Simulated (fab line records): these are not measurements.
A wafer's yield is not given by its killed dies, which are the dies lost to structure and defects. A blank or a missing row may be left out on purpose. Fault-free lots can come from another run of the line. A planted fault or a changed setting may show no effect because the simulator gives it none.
The tool behind it: which one? + flow nand-harc + at 1 step of a route of 1302, 12 lots with 36 wafers sampled

== WHAT THE GAUGES SHOWED, per wafer ==
NHARC_A_CHANNEL_FILL_D1_THK_MEAS_06: measures by ellipsometry.
| lot  | measured     | on            | thk-nm (nm) |
|------|--------------|---------------|-------------|
| L075 | day 10 16:29 | film-metro-01 | 4.7 6.2 3.1 |
| L077 | day 11 16:02 | film-metro-02 | 5.0 5.1 6.1 |
| L079 | day 12 17:16 | film-metro-02 | 5.4 6.5 4.9 |
| L081 | day 13 05:08 | film-metro-01 | 6.0 4.2 4.0 |
| L083 | day 14 15:29 | film-metro-02 | 5.1 6.7 5.5 |
| L085 | day 14 23:17 | film-metro-01 | 5.8 4.8 5.8 |
| L087 | day 15 08:23 | film-metro-02 | 5.5 6.9 5.1 |
| L088 | day 16 11:39 | film-metro-01 | 5.6 6.0 4.2 |
| L090 | day 17 10:57 | film-metro-02 | 4.5 5.5 4.2 |
| L092 | day 18 02:51 | film-metro-01 | 7.3 5.2 4.7 |
| L096 | day 19 11:28 | film-metro-02 | 4.0 2.9 6.9 |
| L097 | day 19 15:16 | film-metro-02 | 5.9 6.5 4.6 |

== EACH LOT AND THE TOOL THAT RAN IT (in order: tool; ch and the chambers of the sampled wafers; start) ==
The record holds no process step before these readings.

== THE ANSWER, worked out from the rows above alone ==
Rule: the usual values come from the lots themselves. Put in order of their means at a reading, lots are off if they are a third of the lots or fewer, leave a main group of 4 or more, and stand apart from it by a gap of 3 or more times the standard deviation of the main group's means; of several such gaps the widest counts. Not used: any main group whose means are identical at the precision the tables above print for the reading. A lot without any number at a reading at which 4 lots or more have one is off too. Any other lot the step has rows for is counted as sound.
None of the lots is off at any reading shown; this tells nothing.

== WHAT THE SIMULATOR HAD INSERTED ==
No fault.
